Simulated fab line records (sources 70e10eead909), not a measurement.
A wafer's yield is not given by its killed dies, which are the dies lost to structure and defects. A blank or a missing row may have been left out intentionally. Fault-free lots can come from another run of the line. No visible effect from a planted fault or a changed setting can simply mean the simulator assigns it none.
A struck lot beside a sound one || flow nand harc || 19 steps out of a route of 1159
Sound: these wafers, L821.2, L821.4, L821.6. Wafers L826.1, L826.2, L826.5 were the ones struck. The cause is named last.
For every step that has rows: the tool of each side, followed by ch and its chambers, followed by its first start. Under that, the readings that differ: sound wafers || struck wafers || difference of the means || sigmas: that difference in standard deviations of wafers without a fault.
alike: readings with means less than 2 such deviations apart, plus words and numbers identical on both sides. not compared: withheld readings, readings lacking a value on some wafer, bounds such as >300 that could conceal the same value, and numbers that have no deviation in the record and whose values overlap.
Wherever a step has rows on one side only, a row that says differs or no value, or a row with sigmas, the two part there. Numbers that have no deviation but don't overlap get no sigmas and don't part them. Lack of a reading on every wafer of one side parts them only where that side has two or more wafers.

NHARC_A_ONON_D1_INSPECT_32:
  sound: defect inspect-01 at day 7 12:53; struck: defect inspect-02 at day 9 11:45
  alike: raw defect count
NHARC_A_CHANNEL_HOLE_D1_DEP_00: deposits aC, target thk 3100 nm.
  sound on acl dep-01 ch 0, day 7 13:16; struck on acl dep-01 ch 0, day 9 11:49
  alike: throttle valve pct
NHARC_A_CHANNEL_HOLE_D1_DEP_01: deposits SiON, target thk 140 nm.
  sound on pecvd-04 ch 1,2, day 7 14:53; struck on pecvd-02 ch 0,1,2, day 9 13:43
  alike: chamber pressure Torr, heater power outer w, heater power w
then, 9 steps without rows for these wafers: NHARC_A_CHANNEL_HOLE_D1_DEHYDRATE_02 (time 120 s); NHARC_A_CHANNEL_HOLE_D1_HMDS_03 (time 30 s); NHARC_A_CHANNEL_HOLE_D1_COAT_36 (time 75 s); NHARC_A_CHANNEL_HOLE_D1_COAT_37 (time 65 s); NHARC_A_CHANNEL_HOLE_D1_COAT_04 (resist thk 90 nm); NHARC_A_CHANNEL_HOLE_D1_SOFTBAKE_05 (time 55 s); NHARC_A_CHANNEL_HOLE_D1_EBR_06; NHARC_A_CHANNEL_HOLE_D1_EXPOSE_07 (exposes mask HOLE D1, target cd 100 nm); NHARC_A_CHANNEL_HOLE_D1_PEB_08 (peb time 65 s).
NHARC_A_CHANNEL_HOLE_D1_DEVELOP_09: develop time 35 s.
  sound on litho track-04 ch 0, day 7 15:00; struck on litho track-01 ch 0, day 9 14:00
  alike: resist line temp C
NHARC_A_CHANNEL_HOLE_D1_CD_MEAS_10 targets a cd of 100 nm.
  sound on cd sem-02 ch 0, day 7 15:35; struck on cd sem-02 ch 0, day 9 14:19
  alike: cd nm
NHARC_A_CHANNEL_HOLE_D1_OVL_MEAS_11:
  sound: overlay-01 at day 7 15:41; struck: overlay-02 at day 9 14:24
  alike: overlay x nm, overlay y nm
NHARC_A_CHANNEL_HOLE_D1_INSPECT_12:
  sound: defect inspect-02 at day 7 15:43; struck: defect inspect-02 at day 9 14:26
  alike: raw defect count
NHARC_A_CHANNEL_HOLE_D1_DESCUM_15: chemistry O2, time 3 s.
  sound on rie diel-13 ch 0,2,3, day 7 15:47; struck on rie diel-13 ch 0,1, day 9 14:29
  alike: drypump motor current A, oes product au, rf vpp V, showerhead plenum p Torr, throttle valve pct
  not compared: rf hours counter h, model.A_CHANNEL_HOLE_D1.cd nm
NHARC_A_CHANNEL_HOLE_D1_ETCH_38: etches the open film in CF4, target depth 39 nm, time 65 s.
  sound on rie diel-13 ch 0,2,3, day 7 15:52; struck on rie diel-13 ch 0,1,3, day 9 14:35
  alike: drypump motor current A, oes product au, rf vpp V, showerhead plenum p Torr, throttle valve pct
  not compared: rf hours counter h
then, 1 step without rows for these wafers: NHARC_END_SORT_01.

== WHERE THEY PART ==
Nowhere in this record.

WHY: what the simulator had put in
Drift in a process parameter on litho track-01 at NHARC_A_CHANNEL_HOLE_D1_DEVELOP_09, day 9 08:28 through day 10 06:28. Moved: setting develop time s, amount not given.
